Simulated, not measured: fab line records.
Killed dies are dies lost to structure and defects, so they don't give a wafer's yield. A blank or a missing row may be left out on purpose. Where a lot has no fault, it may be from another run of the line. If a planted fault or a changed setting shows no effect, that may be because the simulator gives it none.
fab line records	flow n5_finfet
[record] lots = 5	wafers = 15	last_day = 16
route steps=1938 shown FIN_SAQP@149 FIN_CUT@154 BEOL_M4@1111 PASSIVATION@1936
lots untouched by any fault: they come from a run of this same line in which no faults occurred
start_h: hours from the record's opening day to when the first of the lot's shown wafers began	wait_h: how many hours have passed since the lot's step before this one	" repeats the value in the row above	L1.1+2: a single row standing in for several wafers	- no value, or no start given	* or withheld: withheld	< > ~ a bound
route shown NAME@n: names a module that has steps shown in the file, with the first one's number in the route	usual: average and standard deviation across the fault-free wafers	same: alike in all rows	chamber/n: place in a boat	sites: readings site by site	_std_site: how widely they spread, as a standard deviation	_edge_site: mean of outer sites minus mean of inner sites	radius_mm: how far each site lies from the wafer's centre	mask NAME#n: copy n	behind: tool/chamber where the wafer was last shaped	hold: why the lot was held/for how many hours/how that ended	device: names the non-switching transistor (n, p or np)	end of line: the same wafers' tests at the end of the route	a step without rows: its recipe alone	killed: not the wafer's yield, but the dies lost to structure and defects at the first sort	map: dies across one wafer; x = killed, . = not, _ = none there
set.NAME: the setting as run; set.NAME@STEP: as run at that earlier step	model.NAME: the simulator's own value behind a step, which no gauge read
a table for each step, a row for each wafer; lots at some steps of the route
services: the hour from which a tool's chamber was out of use, counted from the record's first day as start_h (under 0 if before that day), plus the number of hours and why
[[steps]]
[step N5_FIN_SAQP_PRECLEAN_38]
[recipe] chemistry = O3/DIW	time_s = 45	temp_c = 22	o3_ppm = 10
[step N5_FIN_SAQP_PRECLEAN_45]
[recipe] chemistry = dHF	time_s = 10	dilution = 500:1	temp_c = 25
[step N5_FIN_SAQP_SRD_39]
[recipe] dry = ipa_marangoni	time_s = 30	temp_c = 23	rinse_liquid = diw
[step N5_FIN_CUT_COAT_18]
[recipe] resist = SOC	temp_c = 250	time_s = 60	spin_rpm = 1500	resist_thk_nm = 230
[step N5_FIN_CUT_COAT_19]
[recipe] resist = SiARC	temp_c = 220	time_s = 60	spin_rpm = 1500	resist_thk_nm = 20
[step N5_FIN_CUT_COAT_29]
[recipe] resist = underlayer	temp_c = 205	time_s = 60	spin_rpm = 1500	resist_thk_nm = 10
[step N5_FIN_CUT_COAT_02]
[recipe] resist = CAR-EUV	spin_rpm = 1500	resist_thk_nm = 30
[step N5_FIN_CUT_EBR_04]
[recipe] solvent = PGMEA	ebr_width_mm = 1.5
[step N5_FIN_CUT_SOFTBAKE_03]
[recipe] temp_c = 110	time_s = 60	resist = CAR-EUV
[step N5_FIN_CUT_EXPOSE_05]
[recipe] mask_id = FIN_CUT	na = 0.33	source_shape = annular	sigma_inner = 0.35	sigma_outer = 0.8	polarization = unpolarized	dose_mj = 45.75
[usual] exposure_dose_mJ_cm2 = 45.72/0.045
lot.wafer	tool	chamber	start_h	wait_h	mask	exposure_dose_mJ_cm2
L993.1	euv_scanner-02	0	62.78	-	FIN_CUT#0	45.73
L993.2	"	0	"	"	FIN_CUT#0	45.72
L993.5	"	0	"	"	FIN_CUT#0	45.66
L996.1	euv_scanner-01	0	80.94	-	FIN_CUT#0	45.73
L996.3	"	0	"	"	FIN_CUT#0	45.72
L996.4	"	0	"	"	FIN_CUT#0	45.79
L103.1	euv_scanner-01	0	123.87	-	FIN_CUT#0	39.50
L103.3	"	0	"	"	FIN_CUT#0	39.46
L103.6	"	0	"	"	FIN_CUT#0	39.50
L106.3	euv_scanner-01	0	140.32	-	FIN_CUT#0	40.77
L106.4	"	0	"	"	FIN_CUT#0	40.79
L106.5	"	0	"	"	FIN_CUT#0	40.68
L108.2	euv_scanner-01	0	153.25	-	FIN_CUT#0	41.75
L108.5	"	0	"	"	FIN_CUT#0	41.76
L108.6	"	0	"	"	FIN_CUT#0	41.82
[step N5_FIN_CUT_PEB_06]
[recipe] peb_temp_c = 100	peb_time_s = 60	resist = CAR-EUV
[step N5_FIN_CUT_DEVELOP_07]
[recipe] develop_time_s = 30	developer = TMAH	resist = CAR-EUV	rinse_liquid = surfactant_rinse	dry = air_spin	dev_temp_c = 23
[step N5_FIN_CUT_CD_MEAS_08]
[recipe] target_cd_nm = 29.1	landing_energy_ev = 500	detector = se_inlens	polarity = opening
[usual] cd_nm = 29.12/0.21
lot.wafer	tool	chamber	start_h	wait_h	cd_nm
L993.1	cd_sem-01	0	62.91	-	29.30
L993.2	"	0	"	"	29.08
L993.5	"	0	"	"	29.36
L996.1	cd_sem-03	0	81.07	-	28.51
L996.3	"	0	"	"	29.25
L996.4	"	0	"	"	29.01
L103.1	cd_sem-01	0	124.00	-	26.42
L103.3	"	0	"	"	26.96
L103.6	"	0	"	"	26.78
L106.3	cd_sem-03	0	140.44	-	27.04
L106.4	"	0	"	"	27.39
L106.5	"	0	"	"	27.36
L108.2	cd_sem-02	0	153.38	-	27.72
L108.5	"	0	"	"	27.47
L108.6	"	0	"	"	27.62
[step N5_FIN_CUT_DESCUM_13]
[recipe] chemistry = O2	time_s = 7	source_power_w = 50	bias_power_w = 20	pressure_mtorr = 20	rf_frequency_hz = 2.712e+07	temp_c = 40	resist = CAR-EUV	o2_flow_sccm = 225
[step N5_FIN_CUT_ETCH_30]
[recipe] chemistry = N2/H2	target = underlayer	target_depth_a = 130	mask_material = CAR-EUV	time_s = 10.4	ion_energy_ev = 200	pressure_mtorr = 30	source_w = 840	bias_w = 150	n2_flow_sccm = 200	h2_flow_sccm = 200	ends = cleared
[usual] drypump_motor_current_A = 5.6/0.43	etch_rf_on_time_s = 10.37/0.13	oes_product_au = 0.65/0.068	rf_vpp_V = 523.3/2.6	showerhead_plenum_p_Torr = 2.52/0.088	throttle_valve_pct = 17.78/0.28
lot.wafer	tool	chamber	start_h	wait_h	drypump_motor_current_A	etch_rf_on_time_s	oes_product_au	rf_hours_counter_h	rf_vpp_V	showerhead_plenum_p_Torr	throttle_valve_pct	model.FIN_CUT.cd_offset_nm
L993.1	rie_diel-04	2	63.07	0.0	6.2	10.39	0.81	13	524.8	2.60	17.31	0.2
L993.2	"	0	"	"	5.8	10.27	0.61	209	524.0	2.52	18.16	-0.2
L993.5	"	2	"	"	6.2	10.35	0.80	-	524.0	2.59	17.31	0.2
L996.1	rie_diel-04	0	81.38	0.0	5.8	10.16	0.62	214	523.7	2.52	18.16	-0.2
L996.3	"	2	"	"	6.2	10.52	0.79	19	525.8	2.59	17.30	0
L996.4	"	1	"	"	5.7	10.29	0.67	114	519.6	2.35	17.52	-0.2
L103.1	rie_diel-03	1	124.16	0.0	6.3	10.37	0.61	223	526.6	2.61	18.23	-2.4
L103.3	"	3	"	"	5.7	10.54	0.59	218	522.7	2.53	18.07	-2.4
L103.6	"	1	"	"	6.3	10.29	0.61	-	525.0	2.61	18.23	-2.4
L106.3	rie_diel-04	2	140.63	0.0	6.2	10.41	0.75	37	524.4	2.58	17.35	-1.8
L106.4	"	2	"	"	6.2	10.49	0.76	-	526.4	2.58	17.35	-1.8
L106.5	"	0	"	"	5.8	10.28	0.60	-	522.8	2.51	18.20	-2.2
L108.2	rie_diel-03	3	153.66	0.0	5.7	10.38	0.58	229	522.4	2.53	18.09	-1.6
L108.5	"	3	"	"	5.7	10.52	0.58	-	522.7	2.53	18.12	-1.4
L108.6	"	0	"	"	6.1	10.38	0.59	-	525.4	2.50	17.61	-1.4
[step N5_FIN_CUT_ETCH_20]
[recipe] chemistry = CF4	target = SiARC	target_depth_a = 260	mask_material = CAR-EUV	time_s = 43.3	ion_energy_ev = 80	pressure_mtorr = 40	source_w = 545	bias_w = 36	Ar_flow_sccm = 100	cf4_flow_sccm = 100	ends = cleared
[step N5_FIN_CUT_ETCH_21]
[recipe] chemistry = N2/H2	target = SOC	target_depth_a = 2190	overetch_a = 438	mask_material = SiARC	temp_c = 40	ion_energy_ev = 100	bias_w = 61	time_s = 523.5	pressure_mtorr = 30	source_w = 850	n2_flow_sccm = 200	h2_flow_sccm = 200
[step N5_FIN_CUT_STRIP_23]
[recipe] chemistry = N2/H2	temp_c = 40	n2_flow_sccm = 200	h2_flow_sccm = 200	rf_frequency_hz = 6e+07
[step N5_FIN_CUT_STRIP_31]
[recipe] chemistry = N2/H2	temp_c = 40	n2_flow_sccm = 200	h2_flow_sccm = 200	rf_frequency_hz = 6e+07
[step N5_FIN_CUT_STRIP_24]
[recipe] chemistry = CF4	resist = SiARC	power_w = 300	bias_power_w = 75	pressure_mtorr = 50	cf4_flow_sccm = 150	rf_frequency_hz = 6e+07
[step N5_FIN_CUT_CUT_ETCH_26]
[recipe] chemistry = CH3F/O2	target = SiNx	target_depth_a = 390	mask_material = SOC	time_s = 55.7	pressure_mtorr = 30	source_w = 395	bias_w = 73	Ar_flow_sccm = 150	CH3F_flow_sccm = 30	O2_flow_sccm = 20	ion_energy_ev = 120
[step N5_FIN_CUT_CUT_ETCH_27]
[recipe] chemistry = CHF3/O2	target = SiO2	target_depth_a = 40	mask_material = SOC	overetch_a = 20	time_s = 4.9	pressure_mtorr = 30	source_w = 650	bias_w = 170	Ar_flow_sccm = 200	CHF3_flow_sccm = 50	O2_flow_sccm = 5	ion_energy_ev = 200
[step N5_FIN_CUT_PRECLEAN_35]
[recipe] time_s = 13.3	temp_c = 45	pressure_torr = 125	p_hf_torr = 3	p_coreactant_torr = 25	chemistry = vHF
[step N5_FIN_CUT_CUT_ETCH_15]
[recipe] chemistry = HBr/Cl2/O2	target = Si	target_depth_a = 1000	bt_time_s = 10	mask_material = SOC	time_s = 42.4	ion_energy_ev = *	bias_w = *	pressure_mtorr = 10	icp_w = 800	HBr_flow_sccm = 150	Cl2_flow_sccm = 80	O2_flow_sccm = 12
[step N5_FIN_CUT_CUT_ETCH_28]
[recipe] chemistry = HBr/Cl2/O2	target = Si	target_depth_a = 60	mask_material = SOC	time_s = 2.4	ion_energy_ev = *	bias_w = *	pressure_mtorr = 10	icp_w = 800	HBr_flow_sccm = 150	Cl2_flow_sccm = 80	O2_flow_sccm = 12
[usual] drypump_motor_current_A = 5.6/0.32	oes_product_au = 1.003/0.017	throttle_valve_pct = 37.12/0.28
lot.wafer	tool	chamber	start_h	wait_h	drypump_motor_current_A	oes_product_au	rf_hours_counter_h	throttle_valve_pct	model.FIN_CUT.cd_offset_nm
L993.1	rie_si-06	0	63.72	0.0	5.6	0.987	2	36.79	0
L993.2	"	1	"	"	5.1	0.987	0	37.23	0.4
L993.5	"	2	"	"	5.3	1.032	-	37.28	-0.4
L996.1	rie_si-02	0	82.03	0.0	5.7	0.996	140	37.16	0
L996.3	"	3	"	"	5.5	0.972	178	37.05	-0.6
L996.4	"	2	"	"	5.4	1.002	-	37.04	-0.8
L103.1	rie_si-06	2	124.81	0.0	5.3	1.032	104	37.29	-2.8
L103.3	"	0	"	"	5.6	0.984	3	36.81	-2.4
L103.6	"	3	"	"	5.8	1.005	-	37.20	-3
L106.3	rie_si-02	2	141.28	0.0	5.4	1.007	179	37.04	-1.6
L106.4	"	1	"	"	5.7	1.018	39	36.67	-1.8
L106.5	"	0	"	"	5.7	1.000	-	37.15	-1.4
L108.2	rie_si-02	1	154.31	0.0	5.7	1.016	39	36.68	-1.4
L108.5	"	1	"	"	5.7	1.021	-	36.67	-1.4
L108.6	"	2	"	"	5.4	1.003	-	37.03	-2
[step N5_FIN_CUT_STRIP_22]
[recipe] chemistry = N2/H2	power_w = 500	temp_c = 40	pressure_mtorr = 50	rf_frequency_hz = 6e+07	overash_fraction = 0.3	bias_power_w = 8	h2_frac = 0.5	n2_flow_sccm = 300	h2_flow_sccm = 300
[step N5_BEOL_M4_RC_MEAS_101]
[usual] DIBL_N = 36.5/1.4	DIBL_P = 36.6/1.9	IOFF_N = 0.167/0.029	IOFF_P = 0.21/0.033	ION_N = 674/12	ION_P = 460/8.9	SS_N = 71.6/0.57	SS_P = 73.4/0.61	VT_N = 249/3.3	VT_P = -250/3.3
lot.wafer	tool	chamber	start_h	wait_h	DIBL_N[mV/V]	DIBL_P[mV/V]	IOFF_N[nA/um]	IOFF_P[nA/um]	ION_N[uA/um]	ION_P[uA/um]	SS_N[mV/dec]	SS_P[mV/dec]	VT_N[mV]	VT_P[mV]
L993.1	prober-01	0	203.76	0.0	35.0	35.7	0.160	0.21	663	453	71.6	73.3	248	-248
L993.2	"	0	"	"	36.1	36.4	0.167	0.21	683	464	72.5	74.3	251	-254
L993.5	"	0	"	"	35.1	35.9	0.159	0.21	660	450	72.1	73.7	250	-251
L996.1	prober-01	0	214.73	0.0	39.4	39.9	0.250	0.27	695	468	72.0	74.6	238	-248
L996.3	"	0	"	"	36.2	35.6	0.155	0.18	681	457	72.0	73.7	247	-252
L996.4	"	0	"	"	38.2	37.7	0.201	0.21	686	461	72.1	73.2	246	-252
L103.1	prober-01	0	268.40	0.0	37.2	36.0	0.143	0.17	645	444	71.6	73.7	252	-257
L103.3	"	0	"	"	38.2	37.0	0.149	0.17	659	447	71.8	72.9	252	-257
L103.6	"	0	"	"	38.0	36.6	0.152	0.17	665	445	71.4	72.8	250	-256
L106.3	prober-02	0	287.07	0.3	38.7	38.4	0.205	0.22	686	457	71.3	74.2	245	-250
L106.4	"	0	"	"	37.2	38.2	0.190	0.21	698	470	71.8	73.4	246	-251
L106.5	"	0	"	"	38.9	39.4	0.218	0.24	693	463	72.1	75.1	245	-250
L108.2	prober-02	0	295.33	0.2	36.9	38.4	0.195	0.26	682	473	71.7	73.6	243	-246
L108.5	"	0	"	"	34.3	34.8	0.140	0.20	667	461	70.7	73.1	251	-251
L108.6	"	0	"	"	37.8	39.7	0.221	0.30	698	475	71.8	74.1	243	-245
[step N5_PASSIVATION_PROBE_49]
[usual] defect_limited_yield = 91.2/1.6	killed_at_M0_to_M3 = 34/11	killed_at_M4_up = 14/5.7	killed_at_contacts = 14/6.6	killed_at_front_end = 37/10	killed_at_other = 4/3.2	killed_dies = 104/19	killed_open = 69/13	killed_short = 33/8.7	sort_bin_5_function = 5.1/1	sort_bin_6_memory = 3.3/0.76	sort_n_pass = 1076/19	sort_yield_pct = 91.2/1.6
[same] gross_dies = 1180	killed_at_back_side = 0	sort_bin_4_leakage[%] = 0	sort_bin_8_speed[%] = 0
lot.wafer	tool	chamber	start_h	wait_h	defect_limited_yield[%]	killed_at_M0_to_M3	killed_at_M4_up	killed_at_contacts	killed_at_front_end	killed_at_other	killed_dies	killed_open	killed_short	sort_bin_5_function[%]	sort_bin_6_memory[%]	sort_n_pass	sort_yield_pct[%]
L996.1	prober-02	-	313.48	0.0	89.7	25	28	18	51	0	122	87	35	6.2	3.8	1058	89.7
L103.1	prober-02	-	373.93	0.0	91.1	28	15	12	50	0	105	66	34	5.0	3.6	1075	91.1
L103.3	prober-02	-	374.03	0.1	90.8	25	18	16	49	1	109	84	24	6.1	3.0	1071	90.8
L108.6	prober-02	-	395.18	0.3	92.5	30	25	7	20	7	89	61	26	4.5	2.9	1091	92.5
// killed by level:class
L996.1 MOL_CONTACT_COAG:geometric_particle:open=15 FIN_SAQP:geometric_particle:open=12 BEOL_M4:geometric_particle:open=12 STI_FIN_REVEAL:geometric_particle:open=9 DUMMY_GATE:geometric_particle:open=8 GATE_CUT:geometric_particle:short=8 BEOL_M0_SAQP:geometric_particle:open=6 BEOL_M1:geometric_particle:open=5
L103.1 FIN_SAQP:geometric_particle:short=14 MOL_CONTACT_COAG:geometric_particle:open=11 FIN_SAQP:geometric_particle:open=10 BEOL_M1:geometric_particle:open=8 BEOL_M0_SAQP:geometric_particle:open=8 BEOL_M0_SAQP:geometric_particle:short=5 STI_FIN_REVEAL:geometric_particle:open=4 BEOL_M5:geometric_particle:open=4
L103.3 FIN_SAQP:geometric_particle:open=20 MOL_CONTACT_COAG:geometric_particle:open=14 BEOL_M0_SAQP:geometric_particle:open=10 FIN_SAQP:geometric_particle:short=6 BEOL_M0_SAQP:geometric_particle:short=6 STI_FIN_REVEAL:geometric_particle:open=5 BEOL_M4:geometric_particle:open=5 GATE_CUT:geometric_particle:open=4
L108.6 BEOL_M4:geometric_particle:open=12 BEOL_M3:geometric_particle:open=8 STI_FIN_REVEAL:geometric_particle:open=7 MOL_CONTACT_COAG:geometric_particle:open=5 FIN_SAQP:geometric_particle:open=4 BEOL_M0_SAQP:geometric_particle:open=4 BEOL_M0_SAQP:geometric_particle:short=4 BEOL_M1:geometric_particle:open=4
[[services]]
tool	chamber	start_h	hours	kind
euv_scanner-01	-	48.78	1.0	pm
euv_scanner-02	-	71.28	1.0	pm
euv_scanner-02	-	76.71	12.0	pm
rie_si-02	1	80.68	5.7	repair
rie_diel-04	0	90.90	7.5	repair
rie_si-02	3	92.27	2.7	repair
euv_scanner-01	-	104.93	1.0	pm
euv_scanner-02	-	127.40	1.0	pm
rie_diel-04	1	136.39	8.7	repair
euv_scanner-01	0	140.74	-	calibration
rie_diel-03	2	142.38	-	clean
rie_diel-03	2	142.38	-	consumable_replace:focus_ring
rie_diel-03	2	142.38	20.4	scheduled_down
rie_diel-03	2	142.38	20.4	vent_cycle
[[key]]
[first_sign] step = N5_FIN_CUT_EXPOSE_05	reading = exposure_dose_mJ_cm2	direction = down	sigmas = 99+	usual = 45.72	struck = 40.67
[effect] step = N5_FIN_CUT_CD_MEAS_08	reading = cd_nm	direction = down	sigmas = 9.1	usual = 29.12	struck = 27.20	through = control_loop
[model_effect] step = N5_FIN_CUT_ETCH_30	value = FIN_CUT.cd_offset_nm	without = 0.02222	struck = -1.933
[model_effect] step = N5_FIN_CUT_CUT_ETCH_28	value = FIN_CUT.cd_offset_nm	without = -0.04444	struck = -1.978
met_at N5_FIN_CUT_EXPOSE_05
struck_wafers L103.1,L103.3,L103.6,L106.3,L106.4,L106.5,L108.2,L108.5,L108.6
[loop_trim] step = N5_FIN_CUT_EXPOSE_05	setting = dose	lots = L106,L108
onset_between 80.94 123.87
[fault] kind = process_parameter_drift	tool = euv_scanner-01	chamber = -	onset_h = 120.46	steps = N5_FIN_CUT_EXPOSE_05	channel = dose_mj	offset = -6.2328	shape = step	acts_in = these_recipes_only	stated = 45.75
// loop_trim: a control loop set the setting to another value than it would have without faults
